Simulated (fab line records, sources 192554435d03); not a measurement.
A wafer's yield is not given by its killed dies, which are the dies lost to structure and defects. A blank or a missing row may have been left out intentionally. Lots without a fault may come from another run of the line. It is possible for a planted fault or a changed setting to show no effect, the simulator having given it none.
fab line records -- flow n5-finfet
record: lots: 3, wafers: 9, last-day: 17
route steps=1938 shown SD_EPI_P@302 SD_ACTIVATION@330 ILD0@335 BEOL_M4@1111 PASSIVATION@1936
lots that met no fault: from a run of the same line without faults
start-h: start of the lot's first displayed wafer, in hours after the record's first day -- wait-h: hours since the lot's step before -- " identical to the entry in the row above -- L1.1+2: one row covering several wafers at once -- - value missing, or start not given -- * or withheld: withheld -- < > ~ a bound
route shown NAME@n: names a module that has steps shown in the file, with the first one's number in the route -- usual: mean/standard deviation taken from wafers without a fault -- same: alike in all rows -- chamber/n: place in a boat -- sites: each site's reading -- _std_site: how widely they spread, as a standard deviation -- _edge_site: mean of outer sites minus mean of inner sites -- radius-mm: how far each site lies from the wafer's centre -- mask NAME#n: copy n -- behind: the last tool/chamber to shape the wafer -- hold: reason for holding the lot/hours on hold/outcome of the hold -- device: which transistor (n, p or np) failed to switch -- end of line: the route-end tests of the same wafers -- a step without rows: its recipe alone -- killed: at the first sort, the dies lost to defects and structure; wafer yield is something else -- map: a wafer's dies, x killed, . not, _ none there
set.NAME: the setting the step ran with; set.NAME@STEP: the setting that earlier step ran with -- model.NAME: the simulator's own value behind a step, which no gauge read
lots seen at some steps along the route; tables by step, rows by wafer
services: a tool's chamber out of use, with start hour (start-h, from the record's first day; less than 0 if before it), hours out, and reason
== steps ==
step: N5_SD_EPI_P_DEVELOP_08
recipe: develop-time-s: 30, developer: TMAH, resist: CAR-ArF-block, dev-temp-c: 23, rinse-liquid: diw, dry: air-spin
step: N5_SD_EPI_P_DESCUM_14
recipe: chemistry: O2, time-s: 7.9, source-power-w: 50, bias-power-w: 20, pressure-mtorr: 20, rf-frequency-hz: 2.712e+07, temp-c: 40, resist: CAR-ArF-block, o2-flow-sccm: 225
step: N5_SD_EPI_P_ETCH_36
recipe: chemistry: CF4, target: SiARC, target-depth-a: 455, mask-material: CAR-ArF-block, time-s: 75.8, ion-energy-ev: 80, pressure-mtorr: 40, source-w: 545, bias-w: 36, Ar_flow_sccm: 100, cf4-flow-sccm: 100, ends: cleared
step: N5_SD_EPI_P_ETCH_37
recipe: chemistry: N2/H2, target: SOC, overetch-a: 1080, mask-material: SiARC, temp-c: 40, ion-energy-ev: 100, source-w: 3000, bias-w: 133, pressure-mtorr: 20, time-s: 486, n2-flow-sccm: 200, h2-flow-sccm: 200, ends: end-point
step: N5_SD_EPI_P_STRIP_38
recipe: chemistry: N2/H2, temp-c: 40, n2-flow-sccm: 200, h2-flow-sccm: 200, rf-frequency-hz: 6e+07
step: N5_SD_EPI_P_ETCHBACK_46
recipe: chemistry: CH3F/O2, mode: anisotropic-etchback, target: SiNx, target-depth-a: 175, stop-on: SiO2, over-etch-frac: 0.3, ion-energy-ev: 120, pressure-mtorr: 30, source-w: 395, bias-w: 73, Ar_flow_sccm: 150, CH3F_flow_sccm: 30, O2_flow_sccm: 20
step: N5_SD_EPI_P_ETCH_47
recipe: chemistry: CH3F/O2, target: SiOCN, target-depth-a: 250, mask-material: SOC, ion-energy-ev: 60, bias-w: 29, pressure-mtorr: 30, source-w: 410, Ar_flow_sccm: 150, CH3F_flow_sccm: 30, O2_flow_sccm: 20
step: N5_SD_EPI_P_ETCH_16
recipe: chemistry: CHF3/O2, target: SiO2, target-depth-a: 50, mask-material: SOC, pressure-mtorr: 30, source-w: 650, bias-w: 170, Ar_flow_sccm: 200, CHF3_flow_sccm: 50, O2_flow_sccm: 5, ion-energy-ev: 200
step: N5_SD_EPI_P_STRIP_50
recipe: chemistry: CHF3/O2, resist: SiARC, rf-frequency-hz: 6e+07
step: N5_SD_EPI_P_SD_RECESS_17
recipe: chemistry: HBr/Cl2/O2, target-depth-a: 391, bt-time-s: 3, pressure-mtorr: 10, icp-w: 800, bias-w: 112, HBr_flow_sccm: 150, Cl2_flow_sccm: 80, O2_flow_sccm: 12
usual: HBr_flow_sccm: 150.1/0.48, chamber-pressure-mTorr: 10.001/0.0095, drypump-motor-current-A: 5.7/0.5, oes-product-au: 0.998/0.02, throttle-valve-pct: 37.10/0.3
lot.wafer,tool,chamber,start-h,wait-h,HBr_flow_sccm,chamber-pressure-mTorr,drypump-motor-current-A,oes-product-au,rf-hours-counter-h,throttle-valve-pct,model.etch.depth-nm,model.SD_EPI_P.feature-depth-nm
L558.2,rie-si-04,1,118.11,0.0,150.1,9.992,6.1,1.034,80,37.09,35.75,35.8
L558.3,rie-si-04,2,118.11,0.0,149.9,9.989,5.7,1.004,173,36.86,39.57,39.6
L558.4,rie-si-04,0,118.11,0.0,149.6,9.997,6.0,0.995,46,36.86,37.77,37.8
L564.1,rie-si-01,2,150.20,0.0,150.4,10.008,6.1,0.987,96,36.89,39.82,39.8
L564.4,rie-si-01,3,150.20,0.0,149.7,10.002,4.8,1.004,112,37.25,38.78,38.8
L564.5,rie-si-01,2,150.20,0.0,150.5,9.989,6.1,0.980,-,36.88,39.75,39.8
L570.2,rie-si-04,3,188.87,0.0,150.7,10.004,5.0,1.013,136,37.43,40.07,40
L570.5,rie-si-04,0,188.87,0.0,149.7,10.011,5.9,0.995,-,36.88,38.43,38.4
L570.6,rie-si-04,1,188.87,0.0,149.7,9.990,6.0,1.033,-,37.06,40.82,40.8
step: N5_SD_EPI_P_WET_ETCH_45
recipe: chemistry: dHF, dilution: withheld, time-s: 10.7, target: SiO2, target-depth-a: 20, temp-c: 25, dry: ipa-marangoni, rinse-time-s: 30, rinse-temp-c: 23
step: N5_SD_EPI_P_STRIP_40
recipe: chemistry: N2/H2, power-w: 1000, temp-c: 250, h2-frac: 0.65, overash-fraction: 0.3, pressure-mtorr: withheld, n2-flow-sccm: 1750, h2-flow-sccm: 3250
step: N5_SD_EPI_P_PRECLEAN_52
recipe: chemistry: O3/DIW, time-s: 60, temp-c: 22, o3-ppm: 10
step: N5_SD_EPI_P_SRD_20
recipe: dry: ipa-marangoni, do-ppb: 5, time-s: 30, temp-c: 23, rinse-liquid: diw
step: N5_SD_EPI_P_PRECLEAN_51
recipe: chemistry: NF3:NH3, afs-cycles: 1, temp-c: 30, time-s: 20, sublimation-temp-c: 180, sublimation-time-s: 60, pressure-torr: 3, rf-power-w: 30
step: N5_SD_EPI_P_VAPOR_ETCH_44
recipe: chemistry: NF3/Ar, target: SiGe30, temp-c: 25, time-s: 3.3, mode: isotropic
step: N5_SD_EPI_P_EPI_21
recipe: material: SiGe:B, dopant: B, temp-c: 550, pressure-torr: 20, ambient: H2, time-s: 355
step: N5_SD_EPI_P_HM_STRIP_48
recipe: chemistry: H3PO4, temp-c: 160, material: SiNx, target: SiNx, target-depth-a: 30, overetch-fraction: 0.3
step: N5_SD_EPI_P_SRD_49
recipe: dry: ipa-marangoni, time-s: 30, temp-c: 23, rinse-liquid: diw
step: N5_SD_EPI_P_PRECLEAN_24
recipe: chemistry: O3/DIW, time-s: 45, temp-c: 22, o3-ppm: 10
step: N5_SD_EPI_P_PRECLEAN_32
recipe: chemistry: dHF, time-s: 10, dilution: 500:1, temp-c: 25
step: N5_SD_EPI_P_PRECLEAN_33
recipe: chemistry: SC2, time-s: 45, temp-c: 35, mix: 1:1:50
step: N5_SD_EPI_P_SRD_25
recipe: time-s: 30, temp-c: 23, rinse-liquid: diw, dry: ipa-marangoni
step: N5_SD_ACTIVATION_RTA_00
recipe: temp-c: 975, time-s: 0, ambient: N2, idle-temp-c: 600, ramp-up-c-per-s: 150, ramp-down-c-per-s: 60, cool-to-c: 600
step: N5_SD_ACTIVATION_LSA_01
recipe: temp-c: 1080, time-s: 0.0008, ambient: N2
step: N5_ILD0_LINER_00
recipe: material: SiNx, target-thk-a: 40, temp-c: 400, ald-precursor-family: SiH2I2, ald-co-reactant: N2/H2-plasma, pulse-time-s: 1, purge-time-s: 2, co-reactant-purge-time-s: 2, ald-cycles: 80, pressure-torr: 2
step: N5_ILD0_FCVD_FILL_01
recipe: material: SiO2_flowable, target-thk-a: 2000, temp-c: 100, pressure-torr: 0.8, rf-w: 2000, time-s: 328.3
step: N5_ILD0_CURE_02
recipe: temp-c: 450, time-s: 1800, ambient: steam, idle-temp-c: 400, ramp-up-c-per-min: 5, ramp-down-c-per-min: 3, densification-p-h2o-torr: 640
step: N5_ILD0_CMP_03
recipe: stop-on: SiNx, t-overpolish-s: 1.9, post-cmp-clean: alkaline-brush, down-force-psi: 4.1491, platen-rpm: 51.796, pad-velocity-m-s: 1.0306, target-thk-nm: 197.38
step: N5_ILD0_CMP_07
recipe: stop-on: poly-Si, material: SiO2_flowable, t-overpolish-s: 1.18, post-cmp-clean: alkaline-brush, down-force-psi: 4.1491, platen-rpm: 51.796, pad-velocity-m-s: 1.0306, target-thk-nm: 138.88
step: N5_ILD0_PRECLEAN_10
recipe: chemistry: NF3:NH3, afs-cycles: 5, time-s: 20, temp-c: 30, sublimation-temp-c: 180, sublimation-time-s: 60, pressure-torr: 3, rf-power-w: 30
step: N5_ILD0_ALD_15
recipe: material: SiNx, target-thk-a: 240, temp-c: 400, ald-precursor-family: SiH2I2, ald-co-reactant: N2/H2-plasma, pulse-time-s: 1, ald-cycles: 480, purge-time-s: 2, co-reactant-purge-time-s: 2, pressure-torr: 2
step: N5_BEOL_M4_RC_MEAS_101
usual: CJ_P: 5.73/0.24, DIBL_N: 35.9/1.7, DIBL_P: 35.8/2.2, IOFF_N: 0.15/0.03, IOFF_P: 0.21/0.036, ION_N: 674/12, ION_P: 463/7.2, SS_N: 71.3/0.59, SS_P: 73.1/0.69, VT_N: 250/3, VT_P: -251/3.2
lot.wafer,tool,chamber,start-h,wait-h,CJ_P,DIBL_N[mV/V],DIBL_P[mV/V],IOFF_N[nA/um],IOFF_P[nA/um],ION_N[uA/um],ION_P[uA/um],SS_N[mV/dec],SS_P[mV/dec],VT_N[mV],VT_P[mV]
L558.2,prober-02,0,240.37,0.2,4.98,35.1,34.0,0.12,0.14,649,444,70.6,72.3,255,-256
L558.3,prober-02,0,240.37,0.2,5.85,35.4,36.5,0.14,0.19,674,462,70.5,73.2,249,-254
L558.4,prober-02,0,240.37,0.2,5.37,37.8,38.1,0.17,0.20,678,462,71.1,73.8,250,-251
L564.1,prober-02,0,274.66,0.0,5.70,37.4,37.7,0.17,0.21,681,461,71.8,73.2,248,-252
L564.4,prober-02,0,274.66,0.0,5.27,35.4,35.6,0.14,0.18,679,459,71.6,73.4,250,-253
L564.5,prober-02,0,274.66,0.0,5.50,36.6,36.5,0.15,0.19,664,455,71.7,73.3,252,-250
L570.2,prober-02,0,310.18,0.2,5.93,38.9,39.8,0.24,0.29,713,477,72.0,75.0,242,-246
L570.5,prober-02,0,310.18,0.2,5.61,35.2,34.7,0.14,0.18,664,453,71.2,73.0,252,-254
L570.6,prober-02,0,310.18,0.2,6.02,36.2,37.5,0.17,0.23,689,475,71.3,74.0,248,-249
step: N5_PASSIVATION_PROBE_49
usual: defect-limited-yield: 91.0/1.5, killed_at_M0_to_M3: 35/12, killed_at_M4_up: 15/5.8, killed-at-contacts: 14/7.2, killed-at-front-end: 40/10, killed-at-other: 3/3, killed-dies: 106/18, killed-open: 68/14, killed-short: 35/7.2, sort_bin_5_function: 5.2/0.96, sort_bin_6_memory: 3.3/0.69, sort_bin_8_speed: 0.00/0.022, sort-n-pass: 1074/18, sort-yield-pct: 91.0/1.5
same: gross-dies: 1180, killed-at-back-side: 0, sort_bin_4_leakage[%]: 0
lot.wafer,tool,chamber,start-h,wait-h,defect-limited-yield[%],killed_at_M0_to_M3,killed_at_M4_up,killed-at-contacts,killed-at-front-end,killed-at-other,killed-dies,killed-open,killed-short,sort_bin_5_function[%],sort_bin_6_memory[%],sort_bin_8_speed[%],sort-n-pass,sort-yield-pct[%]
L558.2,prober-02,-,336.29,0.1,91.9,18,12,14,52,0,96,52,34,4.7,2.7,0.08,1083,91.8
L558.3,prober-02,-,336.34,0.1,92.6,20,3,20,42,2,87,59,27,4.7,2.4,0,1093,92.6
L558.4,prober-02,-,336.39,0.2,93.5,24,11,9,26,7,77,50,25,3.7,2.4,0,1103,93.5
L564.1,prober-02,-,374.10,0.0,93.3,26,9,11,31,2,79,42,34,3.4,3.1,0,1101,93.3
L564.4,prober-02,-,374.25,0.2,91.4,33,19,10,28,11,101,65,33,4.7,3.1,0,1079,91.4
L564.5,prober-02,-,374.30,0.2,90.6,35,17,16,29,14,111,72,35,5.6,3.6,0,1069,90.6
L570.2,prober-02,-,414.01,0.4,89.6,27,17,28,48,3,123,82,40,6.3,3.5,0,1057,89.6
L570.5,prober-02,-,414.16,0.5,90.9,26,13,23,39,6,107,73,30,4.5,4.2,0,1073,90.9
L570.6,prober-02,-,414.21,0.6,90.8,26,18,15,39,10,108,77,29,5.3,3.4,0,1072,90.8
killed by level:class
L558.2 FIN_SAQP:geometric-particle:short=15 MOL_CONTACT_COAG:geometric-particle:open=12 FIN_SAQP:geometric-particle:open=8 HKMG_FIN:area-etch=7 ILD0:geometric-particle:short=5 BEOL_M1:geometric-particle:open=4 STARTING-WAFER:geometric-particle:open=4 STI_FIN_REVEAL:geometric-particle:open=3
L558.3 MOL_CONTACT_COAG:geometric-particle:open=17 FIN_SAQP:geometric-particle:open=9 FIN_SAQP:geometric-particle:short=7 DUMMY_GATE:geometric-particle:open=6 STARTING-WAFER:geometric-particle:short=6 ILD0:geometric-particle:open=5 BEOL_M2:geometric-particle:open=4 BEOL_M0_SAQP:geometric-particle:open=4
L558.4 STI_FIN_REVEAL:geometric-particle:open=7 FIN_SAQP:geometric-particle:open=6 MOL_CONTACT_COAG:geometric-particle:open=5 BEOL_M0:geometric-particle:open=4 MOL_CONTACT_COAG:geometric-particle:short=3 BEOL_M0_SAQP:geometric-particle:short=3 BEOL_M1:geometric-particle:open=3 BEOL_M3:geometric-particle:open=3
L564.1 MOL_CONTACT_COAG:geometric-particle:open=8 FIN_SAQP:geometric-particle:short=6 GATE_CUT:geometric-particle:short=6 BEOL_M3:geometric-particle:open=6 FIN_SAQP:geometric-particle:open=5 BEOL_M1:geometric-particle:open=5 BEOL_M2:geometric-particle:open=5 STARTING-WAFER:geometric-particle:short=4
L564.4 STI_FIN_REVEAL:geometric-particle:open=9 BEOL_M1:geometric-particle:open=9 MOL_CONTACT_COAG:geometric-particle:open=8 BEOL_M4:geometric-particle:open=8 FIN_SAQP:geometric-particle:short=4 MIM_TOP_ETCH:geometric-particle:short=4 BEOL_M0_SAQP:geometric-particle:short=4 BEOL_M0_SAQP:geometric-particle:open=4
L564.5 MOL_CONTACT_COAG:geometric-particle:open=11 FIN_SAQP:geometric-particle:open=9 BEOL_M1:geometric-particle:open=9 BEOL_M0_SAQP:geometric-particle:short=7 BEOL_M4:geometric-particle:open=6 BEOL_M3:geometric-particle:open=5 FIN_SAQP:geometric-particle:short=4 STI_FIN_REVEAL:geometric-particle:open=4
L570.2 MOL_CONTACT_COAG:geometric-particle:open=25 STI_FIN_REVEAL:geometric-particle:open=14 BEOL_M0_SAQP:geometric-particle:short=13 BEOL_M0_SAQP:geometric-particle:open=8 GATE_CUT:geometric-particle:short=7 BEOL_M4:geometric-particle:open=7 FIN_SAQP:geometric-particle:short=6 BEOL_M7:geometric-particle:open=4
L570.5 MOL_CONTACT_COAG:geometric-particle:open=17 STI_FIN_REVEAL:geometric-particle:open=8 BEOL_M0_SAQP:geometric-particle:open=7 BEOL_M1:geometric-particle:short=6 MOL_CONTACT_COAG:geometric-particle:short=6 DUMMY_GATE:geometric-particle:open=5 BEOL_M4:geometric-particle:open=5 FIN_SAQP:geometric-particle:short=4
L570.6 MOL_CONTACT_COAG:geometric-particle:open=15 FIN_SAQP:geometric-particle:open=9 STI_FIN_REVEAL:geometric-particle:open=9 BEOL_M4:geometric-particle:open=7 BEOL_M0_SAQP:geometric-particle:short=5 BEOL_M2:geometric-particle:open=5 BEOL_M3:geometric-particle:open=5 FIN_SAQP:geometric-particle:short=4
== services ==
tool,chamber,start-h,hours,kind
rie-si-01,-,98.87,29.1,repair
rie-si-04,3,132.16,13.9,repair
rie-si-04,2,161.45,9.2,repair
== key ==
first-sign: step: N5_BEOL_M4_RC_MEAS_101, reading: CJ_P, direction: down, sigmas: 3.1, usual: 5.73, struck: 4.98
effect none on later readings
model-effect: step: N5_SD_EPI_P_SD_RECESS_17, value: etch.depth-nm, without: 40.61, struck: 35.75
met-at N5_SD_EPI_P_SD_RECESS_17
struck-wafers L558.2
fault: kind: process-parameter-drift, tool: rie-si-04, chamber: -, onset-h: 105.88, steps: N5_SD_EPI_P_SD_RECESS_17, channel: target-depth-a, offset: -46.772, shape: step, end-h: 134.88, scope: struck-wafers-only, acts-in: these-recipes-only, stated: 391
